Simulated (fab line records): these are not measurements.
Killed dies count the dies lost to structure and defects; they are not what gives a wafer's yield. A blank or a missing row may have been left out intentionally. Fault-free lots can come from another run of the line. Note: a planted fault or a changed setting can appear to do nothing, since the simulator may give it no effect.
fab line records + flow n5-finfet
record
- lots=10
- wafers=28
- last-day=18
route steps=1938 shown BEOL_M2@916 BEOL_M3@931 BEOL_M4@1111 PASSIVATION@1936
lots that met no fault: from a run of the same line without faults
start-h: hours from the record's opening day to when the first of the lot's shown wafers began + wait-h: hours from the lot's prior step to this one + " same as the row above + L1.1+2: several wafers, shown together as one row + - no value, or no start given + * or withheld: withheld + < > ~ a bound
route shown NAME@n: NAME is a module with steps in the file, n the number in the route of the first one + usual: the fault-free wafers' mean and standard deviation + same: alike in all rows + chamber/n: place in a boat + sites: the reading at each site + _std_site: standard deviation of those values + _edge_site: mean of outer sites minus mean of inner sites + radius-mm: for every site, how far away it sits from the centre of the wafer + mask NAME#n: copy n + behind: tool/chamber where the wafer was last shaped + hold: why the lot went on hold/how many hours it stayed there/how the hold came to an end + device: which transistor (n, p or np) failed to switch + end of line: tests run on the same wafers once the route is complete + where a step has no rows: the recipe by itself + killed: dies that structure and defects cost at the first sort, which is not the same as the wafer's yield + map: shows each die of a wafer: x if killed, . if not, _ if none is there
set.NAME: the setting as run; set.NAME@STEP: as run at that earlier step + model.NAME: the simulator's own value behind a step, which no gauge read
one table for each step of the route and one row for each wafer, over a sample of lots
services: when a tool's chamber went out of use (start-h, in hours from the record's first day, below 0 if earlier), for how many hours, and the reason
## steps
# step N5_BEOL_M2_SPUTTER_92
# recipe
- material=Cu
- target-thk-a=45
- temp-c=-20
- chamber-pressure-pa=0.07
- power-w=withheld
- time-s=8.29
# usual
- substrate-temp-c=-20.00/0.1
- susceptor-temp-C=-20.01/0.1
- throttle-valve-pct=29.7/0.93
| lot.wafer | tool           | chamber | start-h | wait-h | substrate-temp-c | susceptor-temp-C | throttle-valve-pct |
|-----------|----------------|---------|---------|--------|------------------|------------------|--------------------|
| L701.1    | pvd-sputter-02 | -       | 162.05  | 0.1    | -20.01           | -19.87           | 29.1               |
| L701.6    | "              | -       | "       | "      | -19.98           | -20.02           | 29.1               |
| L705.1    | pvd-sputter-01 | -       | 180.78  | 0.1    | -19.88           | -20.28           | 31.0               |
| L705.2    | "              | -       | "       | "      | -20.05           | -19.92           | 29.3               |
| L705.3    | "              | -       | "       | "      | -20.02           | -19.95           | 30.7               |
| L710.1    | pvd-sputter-03 | -       | 215.48  | 0.1    | -20.04           | -19.75           | 30.1               |
| L710.2    | "              | -       | "       | "      | -20.10           | -20.04           | 29.9               |
| L710.3    | "              | -       | "       | "      | -19.91           | -19.85           | 31.0               |
| L716.1    | pvd-sputter-03 | -       | 246.52  | 0.1    | -19.90           | -20.08           | 28.8               |
| L716.2    | "              | -       | "       | "      | -20.05           | -20.05           | 30.8               |
| L716.3    | "              | -       | "       | "      | -19.70           | -20.02           | 29.7               |
| L717.1    | pvd-sputter-01 | -       | 251.88  | 0.1    | -20.15           | -20.03           | 31.0               |
| L717.6    | "              | -       | "       | "      | -20.19           | -20.01           | 31.0               |
| L720.1    | pvd-sputter-03 | -       | 268.34  | 0.1    | -20.05           | -19.86           | 28.6               |
| L720.2    | "              | -       | "       | "      | -19.92           | -20.07           | 29.7               |
| L720.5    | "              | -       | "       | "      | -20.00           | -20.04           | 29.8               |
| L719.3    | pvd-sputter-02 | -       | 268.86  | 0.1    | -20.04           | -19.97           | 30.4               |
| L719.4    | "              | -       | "       | "      | -19.90           | -19.90           | 29.0               |
| L719.5    | "              | -       | "       | "      | -19.97           | -19.94           | 28.6               |
| L721.1    | pvd-sputter-02 | -       | 272.04  | 0.1    | -20.02           | -19.97           | 29.2               |
| L721.2    | "              | -       | "       | "      | -19.98           | -20.07           | 30.3               |
| L721.5    | "              | -       | "       | "      | -20.10           | -19.98           | 30.4               |
| L722.1    | pvd-sputter-03 | -       | 273.30  | 0.1    | -20.02           | -19.89           | 30.0               |
| L722.2    | "              | -       | "       | "      | -19.95           | -20.18           | 28.8               |
| L722.6    | "              | -       | "       | "      | -19.94           | -20.10           | 30.0               |
| L723.1    | pvd-sputter-03 | -       | 284.54  | 0.1    | -20.06           | -20.13           | 29.9               |
| L723.3    | "              | -       | "       | "      | -20.15           | -19.86           | 29.7               |
| L723.5    | "              | -       | "       | "      | -19.76           | -20.09           | 28.6               |
# step N5_BEOL_M2_ANNEAL_51
# recipe
- temp-c=225
- time-s=90
- ambient=N2
# usual
- anneal-temp-c=225.01/0.17
- wafer_temp_C_max=226.3/0.52
| lot.wafer | tool          | chamber | start-h | wait-h | anneal-temp-c | wafer_temp_C_max |
|-----------|---------------|---------|---------|--------|---------------|------------------|
| L701.1    | rtp-anneal-02 | 0       | 162.69  | 0.1    | 224.94        | 226.6            |
| L701.6    | "             | 0       | "       | "      | 225.08        | 226.7            |
| L705.1    | rtp-anneal-01 | 0       | 181.42  | 0.1    | 224.78        | 225.7            |
| L705.2    | "             | 0       | "       | "      | 225.07        | 226.2            |
| L705.3    | "             | 0       | "       | "      | 224.73        | 226.0            |
| L710.1    | rtp-anneal-02 | 0       | 216.36  | 0.3    | 224.97        | 226.4            |
| L710.2    | "             | 0       | "       | "      | 224.93        | 226.2            |
| L710.3    | "             | 0       | "       | "      | 224.89        | 227.2            |
| L716.1    | rtp-anneal-01 | 0       | 247.15  | 0.1    | 224.94        | 225.4            |
| L716.2    | "             | 0       | "       | "      | 225.05        | 225.7            |
| L716.3    | "             | 0       | "       | "      | 224.93        | 225.8            |
| L717.1    | rtp-anneal-02 | 0       | 252.52  | 0.1    | 225.09        | 227.0            |
| L717.6    | "             | 0       | "       | "      | 224.92        | 226.5            |
| L720.1    | rtp-anneal-02 | 0       | 269.09  | 0.2    | 225.29        | 227.2            |
| L720.2    | "             | 0       | "       | "      | 225.14        | 226.2            |
| L720.5    | "             | 0       | "       | "      | 225.29        | 227.4            |
| L719.3    | rtp-anneal-02 | 0       | 269.63  | 0.2    | 225.04        | 226.5            |
| L719.4    | "             | 0       | "       | "      | 225.15        | 227.3            |
| L719.5    | "             | 0       | "       | "      | 224.86        | 226.7            |
| L721.1    | rtp-anneal-02 | 0       | 272.77  | 0.2    | 225.06        | 226.3            |
| L721.2    | "             | 0       | "       | "      | 225.13        | 226.3            |
| L721.5    | "             | 0       | "       | "      | 224.92        | 226.5            |
| L722.1    | rtp-anneal-02 | 0       | 274.39  | 0.5    | 225.54        | 226.7            |
| L722.2    | "             | 0       | "       | "      | 225.38        | 226.7            |
| L722.6    | "             | 0       | "       | "      | 225.26        | 226.8            |
| L723.1    | rtp-anneal-01 | 0       | 285.17  | 0.1    | 224.82        | 225.6            |
| L723.3    | "             | 0       | "       | "      | 225.21        | 225.8            |
| L723.5    | "             | 0       | "       | "      | 224.93        | 225.8            |
# step N5_BEOL_M2_CO_CAP_55
# recipe
- material=Co
- target-thk-a=20
- temp-c=200
- precursor=CCTBA/H2
- pressure-torr=30
- time-s=102.1
# usual
- heater-power-w=229/14
- run-length-s=125.1/0.55
- susceptor-temp-C=199.99/0.15
| lot.wafer | tool      | chamber | start-h | wait-h | heater-power-w | run-length-s | susceptor-temp-C |
|-----------|-----------|---------|---------|--------|----------------|--------------|------------------|
| L701.1    | cvd-co-02 | 1       | 163.35  | 0.0    | 255            | 125.5        | 199.76           |
| L701.6    | "         | 2       | "       | "      | 226            | 124.4        | 199.95           |
| L705.1    | cvd-co-02 | 0       | 182.09  | 0.0    | 241            | 125.2        | 199.92           |
| L705.2    | "         | 1       | "       | "      | 261            | 125.6        | 199.97           |
| L705.3    | "         | 2       | "       | "      | 226            | 73.7         | -                |
| L710.1    | cvd-co-01 | 2       | 217.20  | 0.0    | 225            | 124.8        | 199.91           |
| L710.2    | "         | 1       | "       | "      | 221            | 125.7        | 199.95           |
| L710.3    | "         | 0       | "       | "      | 218            | 126.2        | 199.99           |
| L716.1    | cvd-co-01 | 1       | 247.82  | 0.0    | 216            | 125.1        | 199.93           |
| L716.2    | "         | 0       | "       | "      | 216            | 125.9        | 199.90           |
| L716.3    | "         | 2       | "       | "      | 224            | 125.0        | 199.82           |
| L717.1    | cvd-co-02 | 1       | 253.34  | 0.0    | 260            | 125.3        | 200.02           |
| L717.6    | "         | 1       | "       | "      | 253            | 125.2        | 200.08           |
| L720.1    | cvd-co-01 | 0       | 269.75  | 0.0    | 218            | 125.5        | 199.97           |
| L720.2    | "         | 1       | "       | "      | 215            | 125.8        | 199.90           |
| L720.5    | "         | 2       | "       | "      | 224            | 124.9        | 199.82           |
| L719.3    | cvd-co-01 | 1       | 270.20  | 0.0    | 217            | 125.3        | 200.14           |
| L719.4    | "         | 0       | "       | "      | 218            | 125.4        | 199.88           |
| L719.5    | "         | 1       | "       | "      | 220            | 125.1        | 200.16           |
| L721.1    | cvd-co-01 | 0       | 273.49  | 0.0    | 219            | 125.7        | 200.00           |
| L721.2    | "         | 1       | "       | "      | 222            | 125.6        | 200.20           |
| L721.5    | "         | 0       | "       | "      | 220            | 125.8        | 199.95           |
| L722.1    | cvd-co-02 | 2       | 275.06  | 0.0    | 226            | 124.2        | 199.78           |
| L722.2    | "         | 1       | "       | "      | 269            | 125.6        | 200.15           |
| L722.6    | "         | 1       | "       | "      | 260            | 125.4        | 200.12           |
| L723.1    | cvd-co-02 | 0       | 285.84  | 0.0    | 236            | 125.2        | 199.94           |
| L723.3    | "         | 1       | "       | "      | 258            | 125.6        | 199.86           |
| L723.5    | "         | 1       | "       | "      | 258            | 125.3        | 199.84           |
# step N5_BEOL_M3_ILD_DEP_00
# recipe
- material=SiOC
- target-thk-a=790
- temp-c=350
- precursor=DEMS/O2
- pressure-torr=5
- rf-w=500
- time-s=15.3
# usual
- heater-power-w=459/47
- rf-fwd-power-W=494.0/1.7
- showerhead-plenum-p-Torr=5.686/0.012
- susceptor-temp-C=349.98/0.21
- throttle-valve-pct=11.6/0.71
| lot.wafer | tool     | chamber | start-h | wait-h | heater-power-w | rf-fwd-power-W | showerhead-plenum-p-Torr | susceptor-temp-C | throttle-valve-pct |
|-----------|----------|---------|---------|--------|----------------|----------------|--------------------------|------------------|--------------------|
| L701.1    | pecvd-04 | 0       | 163.60  | 0.0    | 400            | 493.2          | 5.698                    | 350.23           | 11.6               |
| L701.6    | "        | 1       | "       | "      | 429            | 493.3          | 5.666                    | 350.00           | 11.9               |
| L705.1    | pecvd-04 | 1       | 182.33  | 0.0    | 461            | 495.8          | 5.675                    | 350.14           | 11.8               |
| L705.2    | "        | 2       | "       | "      | 546            | 493.5          | 5.672                    | 349.54           | 11.5               |
| L705.3    | "        | 0       | "       | "      | 489            | 495.2          | 5.699                    | 350.14           | 11.8               |
| L710.1    | pecvd-02 | 1       | 217.45  | 0.0    | 423            | 495.8          | 5.691                    | 349.88           | 11.5               |
| L710.2    | "        | 0       | "       | "      | 391            | 494.3          | 5.672                    | 349.78           | 10.8               |
| L710.3    | "        | 1       | "       | "      | 403            | 496.2          | 5.678                    | 349.69           | 11.5               |
| L716.1    | pecvd-02 | 2       | 248.07  | 0.0    | 478            | 494.5          | 5.694                    | 350.17           | 10.2               |
| L716.2    | "        | 1       | "       | "      | 408            | 496.3          | 5.695                    | 350.16           | 11.4               |
| L716.3    | "        | 0       | "       | "      | 455            | 493.5          | 5.686                    | 349.82           | 11.0               |
| L717.1    | pecvd-03 | 2       | 253.58  | 0.0    | 509            | 494.2          | 5.695                    | 350.05           | 10.6               |
| L717.6    | "        | 1       | "       | "      | 437            | 495.3          | 5.687                    | 349.74           | 12.8               |
| L720.1    | pecvd-04 | 0       | 270.00  | 0.0    | 431            | 491.2          | 5.689                    | 349.58           | 12.1               |
| L720.2    | "        | 1       | "       | "      | 441            | 492.7          | 5.683                    | 350.02           | 11.9               |
| L720.5    | "        | 1       | "       | "      | 423            | 493.8          | 5.681                    | 350.02           | 12.2               |
| L719.3    | pecvd-02 | 0       | 270.45  | 0.0    | 479            | 492.3          | 5.689                    | 349.98           | 11.0               |
| L719.4    | "        | 0       | "       | "      | 459            | 492.8          | 5.669                    | 349.58           | 11.1               |
| L719.5    | "        | 2       | "       | "      | 500            | 493.0          | 5.679                    | 350.16           | 10.1               |
| L721.1    | pecvd-03 | 2       | 273.75  | 0.0    | 506            | 494.3          | 5.702                    | 350.01           | 11.0               |
| L721.2    | "        | 0       | "       | "      | 444            | 495.5          | 5.689                    | 350.03           | 11.8               |
| L721.5    | "        | 0       | "       | "      | 426            | 495.5          | 5.705                    | 350.06           | 11.8               |
| L722.1    | pecvd-03 | 2       | 275.30  | 0.0    | 424            | 491.6          | 5.686                    | 349.75           | 10.6               |
| L722.2    | "        | 0       | "       | "      | 486            | 497.3          | 5.689                    | 349.85           | 12.0               |
| L722.6    | "        | 2       | "       | "      | 421            | 494.6          | 5.695                    | 349.88           | 10.7               |
| L723.1    | pecvd-03 | 2       | 286.09  | 0.0    | 487            | 492.7          | 5.684                    | 350.06           | 10.6               |
| L723.3    | "        | 0       | "       | "      | 490            | 495.1          | 5.693                    | 349.87           | 12.1               |
| L723.5    | "        | 0       | "       | "      | 494            | 493.2          | 5.698                    | 349.97           | 11.8               |
# step N5_BEOL_M4_RC_MEAS_101
# usual
- DIBL_N=35.3/2.5
- DIBL_P=35/3.3
- IOFF_N=0.15/0.049
- IOFF_P=0.20/0.056
- ION_N=673/16
- ION_P=462/10
- SS_N=71.2/0.85
- SS_P=73.0/0.97
- VT_N=252/4.9
- VT_P=-251/5
| lot.wafer | tool      | chamber | start-h | wait-h | DIBL_N[mV/V] | DIBL_P[mV/V] | IOFF_N[nA/um] | IOFF_P[nA/um] | ION_N[uA/um] | ION_P[uA/um] | SS_N[mV/dec] | SS_P[mV/dec] | VT_N[mV] | VT_P[mV] |
|-----------|-----------|---------|---------|--------|--------------|--------------|---------------|---------------|--------------|--------------|--------------|--------------|----------|----------|
| L701.1    | prober-02 | 0       | 186.07  | 0.0    | 37.3         | 39           | 0.19          | 0.21          | 691          | 466          | 72.6         | 73.9         | 248      | -251     |
| L701.6    | "         | 0       | "       | "      | 37.2         | 38           | 0.18          | 0.20          | 680          | 457          | 72.3         | 73.5         | 251      | -256     |
| L705.1    | prober-02 | 0       | 198.92  | 0.0    | 35.2         | 35           | 0.13          | 0.17          | 662          | 449          | 71.6         | 72.9         | 250      | -253     |
| L705.2    | "         | 0       | "       | "      | 34.6         | 34           | 0.12          | 0.15          | 673          | 454          | 70.3         | 72.8         | 251      | -255     |
| L705.3    | "         | 0       | "       | "      | 32.3         | 32           | 0.09          | 0.13          | 655          | 454          | 70.1         | 73.1         | 256      | -257     |
| L710.1    | prober-01 | 0       | 242.09  | 0.0    | 37.1         | 37           | 0.17          | 0.22          | 673          | 456          | 71.7         | 72.7         | 245      | -248     |
| L710.2    | "         | 0       | "       | "      | 39.3         | 39           | 0.20          | 0.26          | 671          | 452          | 72.3         | 74.0         | 247      | -244     |
| L710.3    | "         | 0       | "       | "      | 36.3         | 36           | 0.16          | 0.23          | 684          | 466          | 71.8         | 73.4         | 245      | -248     |
| L716.1    | prober-02 | 0       | 273.40  | 0.0    | 37.0         | 39           | 0.18          | 0.28          | 683          | 471          | 71.1         | 73.8         | 246      | -245     |
| L716.2    | "         | 0       | "       | "      | 36.2         | 36           | 0.16          | 0.22          | 672          | 460          | 71.4         | 73.6         | 246      | -247     |
| L716.3    | "         | 0       | "       | "      | 36.2         | 36           | 0.15          | 0.21          | 682          | 465          | 70.8         | 73.3         | 246      | -248     |
| L717.1    | prober-01 | 0       | 287.75  | 0.4    | 32.1         | 33           | 0.11          | 0.16          | 663          | 462          | 70.3         | 71.7         | 254      | -254     |
| L717.6    | "         | 0       | "       | "      | 31.2         | 32           | 0.11          | 0.15          | 668          | 460          | 70.5         | 71.4         | 255      | -253     |
| L720.1    | prober-02 | 0       | 292.19  | 0.0    | 33.8         | 33           | 0.11          | 0.15          | 667          | 458          | 70.2         | 71.5         | 254      | -256     |
| L720.2    | "         | 0       | "       | "      | 34.3         | 34           | 0.11          | 0.15          | 678          | 467          | 70.8         | 71.8         | 258      | -253     |
| L720.5    | "         | 0       | "       | "      | 33.3         | 32           | 0.11          | 0.14          | 684          | 468          | 69.6         | 71.5         | 256      | -257     |
| L719.3    | prober-01 | 0       | 297.24  | 0.3    | 32.7         | 32           | 0.11          | 0.16          | 684          | 473          | 70.2         | 73.0         | 255      | -254     |
| L719.4    | "         | 0       | "       | "      | 33.0         | 33           | 0.11          | 0.18          | 658          | 462          | 70.7         | 73.1         | 253      | -250     |
| L719.5    | "         | 0       | "       | "      | 33.1         | 32           | 0.10          | 0.16          | 666          | 462          | 70.4         | 72.7         | 260      | -253     |
| L722.1    | prober-02 | 0       | 297.30  | 0.0    | 30.2         | 29           | 0.08          | 0.11          | 665          | 457          | 70.0         | 72.5         | 259      | -258     |
| L722.2    | "         | 0       | "       | "      | 31.0         | 30           | 0.09          | 0.11          | 646          | 447          | 70.0         | 72.4         | 257      | -257     |
| L722.6    | "         | 0       | "       | "      | 31.3         | 30           | 0.09          | 0.12          | 648          | 442          | 69.9         | 72.0         | 259      | -259     |
| L721.1    | prober-02 | 0       | 312.37  | 0.0    | 31.1         | 28           | 0.07          | 0.10          | 644          | 447          | 69.2         | 71.7         | 262      | -261     |
| L721.2    | "         | 0       | "       | "      | 34.4         | 30           | 0.10          | 0.12          | 640          | 434          | 70.3         | 71.8         | 260      | -260     |
| L721.5    | "         | 0       | "       | "      | 34.5         | 32           | 0.11          | 0.13          | 672          | 461          | 70.5         | 72.5         | 254      | -258     |
| L723.1    | prober-02 | 0       | 318.45  | 0.0    | 32.9         | 31           | 0.09          | 0.13          | 648          | 451          | 71.3         | 72.7         | 257      | -261     |
| L723.3    | "         | 0       | "       | "      | 37.2         | 36           | 0.14          | 0.18          | 654          | 448          | 71.5         | 73.9         | 253      | -254     |
| L723.5    | "         | 0       | "       | "      | 37.3         | 35           | 0.14          | 0.17          | 656          | 445          | 72.3         | 73.9         | 256      | -256     |
# step N5_PASSIVATION_PROBE_49
# usual
- defect-limited-yield=91.3/1.4
- killed_at_M0_to_M3=33/9.9
- killed_at_M4_up=15/5.6
- killed-at-contacts=13/5.7
- killed-at-front-end=38/12
- killed-at-other=4/3.1
- killed-dies=103/17
- killed-on-rim=13/4
- killed-open=66/13
- killed-short=32/7.8
- sort_bin_5_function=5.1/0.95
- sort_bin_6_memory=3.2/0.68
- sort_bin_8_speed=0.02/0.22
- sort-n-pass=1077/17
- sort-yield-pct=91.3/1.5
# same
- gross-dies=1180
- killed-at-back-side=0
- sort_bin_4_leakage[%]=0
| lot.wafer | tool      | chamber | start-h | wait-h | defect-limited-yield[%] | killed_at_M0_to_M3 | killed_at_M4_up | killed-at-contacts | killed-at-front-end | killed-at-other | killed-dies | killed-on-rim | killed-open | killed-short | sort_bin_5_function[%] | sort_bin_6_memory[%] | sort_bin_8_speed[%] | sort-n-pass | sort-yield-pct[%] |
|-----------|-----------|---------|---------|--------|-------------------------|--------------------|-----------------|--------------------|---------------------|-----------------|-------------|---------------|-------------|--------------|------------------------|----------------------|---------------------|-------------|-------------------|
| L705.2    | prober-01 | -       | 298.70  | 0.1    | 92.2                    | 17                 | 13              | 19                 | 41                  | 2               | 92          | 15            | 50          | 27           | 4.0                    | 2.5                  | 0                   | 1088        | 92.2              |
# killed by level:class
L705.2 MOL_CONTACT_COAG:geometric-particle:open=14 HKMG_FIN:area-etch=12 FIN_SAQP:geometric-particle:open=5 STI_FIN_REVEAL:geometric-particle:open=5 GATE_CUT:geometric-particle:open=5 MOL_CONTACT_COAG:geometric-particle:short=5 FIN_SAQP:geometric-particle:short=3 DUMMY_GATE:geometric-particle:open=3
## services
| tool           | chamber | start-h | hours | kind                          |
|----------------|---------|---------|-------|-------------------------------|
| cvd-co-01      | -       | 138.24  | 1.0   | repair                        |
| pecvd-03       | 1       | 139.51  | 3.6   | repair                        |
| pvd-sputter-02 | -       | 157.03  | 4.8   | repair                        |
| pecvd-02       | -       | 158.06  | 4.1   | repair                        |
| pecvd-03       | 1       | 190.69  | 5.5   | scheduled-down                |
| pecvd-04       | 1       | 199.84  | 2.1   | scheduled-down                |
| pecvd-02       | 2       | 202.38  | -     | clean                         |
| pecvd-02       | 2       | 202.38  | -     | consumable-replace:showerhead |
| pecvd-02       | 2       | 202.38  | 29.0  | scheduled-down                |
| pecvd-02       | 2       | 202.38  | 29.0  | vent-cycle                    |
| pvd-sputter-03 | -       | 216.20  | 4.0   | repair                        |
| pecvd-04       | 0       | 262.33  | 5.5   | scheduled-down                |
| pecvd-04       | -       | 270.79  | 3.2   | repair                        |
| pecvd-03       | 1       | 281.86  | 19.3  | repair                        |
| pecvd-04       | 0       | 286.04  | 5.0   | scheduled-down                |
## key
first-sign
- step=N5_BEOL_M2_CO_CAP_55
- reading=run-length-s
- direction=down
- sigmas=94
- usual=*
- struck=*
effect none on later readings
met-at N5_BEOL_M2_CO_CAP_55
struck-lots L705
struck-wafers L705.3
baseline-loss
- step=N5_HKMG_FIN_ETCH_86
- wafers=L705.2
not-acting-at N5_BEOL_M2_SPUTTER_92,N5_BEOL_M2_ANNEAL_51,N5_BEOL_M3_ILD_DEP_00
onset-between 163.35 182.09
fault
- kind=process-parameter-drift
- tool=cvd-co-02
- chamber=-
- onset-h=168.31
- steps=N5_BEOL_M2_CO_CAP_55
- channel=time-s
- offset=*
- shape=step
- end-h=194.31
- scope=struck-wafers-only
- acts-in=*
- stated=*
# baseline-loss: these wafers lose ten dies or more at that step, a loss of the line's own and not of a fault; the sort's usual values leave them out
